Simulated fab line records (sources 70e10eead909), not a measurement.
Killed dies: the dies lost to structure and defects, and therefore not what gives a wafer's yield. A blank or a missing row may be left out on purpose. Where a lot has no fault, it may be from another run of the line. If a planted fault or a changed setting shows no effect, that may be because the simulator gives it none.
Which of the tools did it? || flow nandHarc || 18 wafers from 6 lots sampled at 5 of the route's 1302 steps

## WHAT THE GAUGES READ, wafer by wafer
NHARC_A_ONON_D1_THK_MEAS_02: measures by ellipsometry.
{"lot": "L701", "measured": "day 8 04:12", "on": "filmMetro-02", "thkNm (nm)": "1005 1003 1006"}
{"lot": "L705", "measured": "day 9 23:08", "on": "filmMetro-01", "thkNm (nm)": "1004 1003 1006"}
{"lot": "L707", "measured": "day 11 02:19", "on": "filmMetro-01", "thkNm (nm)": "655 652 655"}
{"lot": "L718", "measured": "day 15 09:56", "on": "filmMetro-02", "thkNm (nm)": "1010 1008 1008"}
{"lot": "L721", "measured": "day 16 08:02", "on": "filmMetro-01", "thkNm (nm)": "1009 1010 1008"}
{"lot": "L723", "measured": "day 17 07:26", "on": "filmMetro-02", "thkNm (nm)": "993 995 994"}

## TOOL THAT RAN EACH LOT (tool first, then ch and the chambers of the sampled wafers, then the start)
{"lot": "L701", "NHARC_P_BONDPAD_PVD_27": "pvdSputter-01, day 7 05:40 or earlier", "NHARC_A_ZERO_WELL_ETCH_19": "rieDiel-05 ch 0,1,3, day 7 05:40", "NHARC_A_ZERO_WELL_RTA_16": "rtpAnneal-01 ch 0, day 7 06:41", "NHARC_A_ONON_D1_DEP_00": "pecvdOnon-02 ch 0, day 8 03:45"}
{"lot": "L705", "NHARC_P_BONDPAD_PVD_27": "pvdSputter-03, day 8 19:32 or earlier", "NHARC_A_ZERO_WELL_ETCH_19": "rieDiel-03 ch 2,3, day 8 19:32", "NHARC_A_ZERO_WELL_RTA_16": "rtpAnneal-01 ch 0, day 8 20:35", "NHARC_A_ONON_D1_DEP_00": "pecvdOnon-02 ch 0, day 9 22:41"}
{"lot": "L707", "NHARC_P_BONDPAD_PVD_27": "pvdSputter-01, day 10 00:13 or earlier", "NHARC_A_ZERO_WELL_ETCH_19": "rieDiel-03 ch 0,2, day 10 00:13", "NHARC_A_ZERO_WELL_RTA_16": "rtpAnneal-02 ch 0, day 10 01:35", "NHARC_A_ONON_D1_DEP_00": "pecvdOnon-02 ch 0, day 11 01:55"}
{"lot": "L718", "NHARC_P_BONDPAD_PVD_27": "pvdSputter-01, day 14 12:05 or earlier", "NHARC_A_ZERO_WELL_ETCH_19": "rieDiel-03 ch 0,1,2, day 14 12:05", "NHARC_A_ZERO_WELL_RTA_16": "rtpAnneal-02 ch 0, day 14 13:12", "NHARC_A_ONON_D1_DEP_00": "pecvdOnon-02 ch 0, day 15 09:26"}
{"lot": "L721", "NHARC_P_BONDPAD_PVD_27": "pvdSputter-02, day 15 10:55 or earlier", "NHARC_A_ZERO_WELL_ETCH_19": "rieDiel-03 ch 0,1,3, day 15 10:55", "NHARC_A_ZERO_WELL_RTA_16": "rtpAnneal-01 ch 0, day 15 11:58", "NHARC_A_ONON_D1_DEP_00": "pecvdOnon-04 ch 0, day 16 07:35"}
{"lot": "L723", "NHARC_P_BONDPAD_PVD_27": "pvdSputter-01, day 16 09:03 or earlier", "NHARC_A_ZERO_WELL_ETCH_19": "rieDiel-03 ch 0,1, day 16 09:03", "NHARC_A_ZERO_WELL_RTA_16": "rtpAnneal-02 ch 0, day 16 10:07", "NHARC_A_ONON_D1_DEP_00": "pecvdOnon-02 ch 0, day 17 06:59"}
- NHARC_P_BONDPAD_PVD_27: deposits Cu, target thk 30 nm, time 20.49 s.
- NHARC_A_ZERO_WELL_ETCH_19: etches the open film in N2/H2, target depth 80 nm, overetch 24 nm, time 87.88 s.
- NHARC_A_ZERO_WELL_RTA_16: time 10 s.
- NHARC_A_ONON_D1_DEP_00: target thk 1000 nm.

## THE ANSWER, worked out from the rows above alone
Rule: usual is defined by the lots themselves. Put in order of their means at a reading, lots are off if they are a third of the lots or fewer, leave a main group of 4 or more, and stand apart from it by a gap of 3 or more times the standard deviation of the main group's means; of several such gaps the widest counts. A main group whose means are all the same, to the digits that the tables above print for the reading, isn't used. Also off: a lot with no number at a reading for which 4 or more lots have one. Any other lot the step has rows for is counted as sound.
Off: L707 (NHARC_A_ONON_D1_THK_MEAS_02, thkNm). For the main group the mean is 1004 nm and the standard deviation 5.4.
A tool fits if, at a process step before that reading, it ran every lot that is off, and no sound lot after the first of them. Gauges at NHARC_A_ONON_D1_THK_MEAS_02: tried the same way as those tools. NHARC_P_BONDPAD_PVD_27: start missing for some lots; hours and lot order therefore follow NHARC_A_ZERO_WELL_ETCH_19. Not one of the candidates tried fits.

## WHAT HAD BEEN PUT IN BY THE SIMULATOR
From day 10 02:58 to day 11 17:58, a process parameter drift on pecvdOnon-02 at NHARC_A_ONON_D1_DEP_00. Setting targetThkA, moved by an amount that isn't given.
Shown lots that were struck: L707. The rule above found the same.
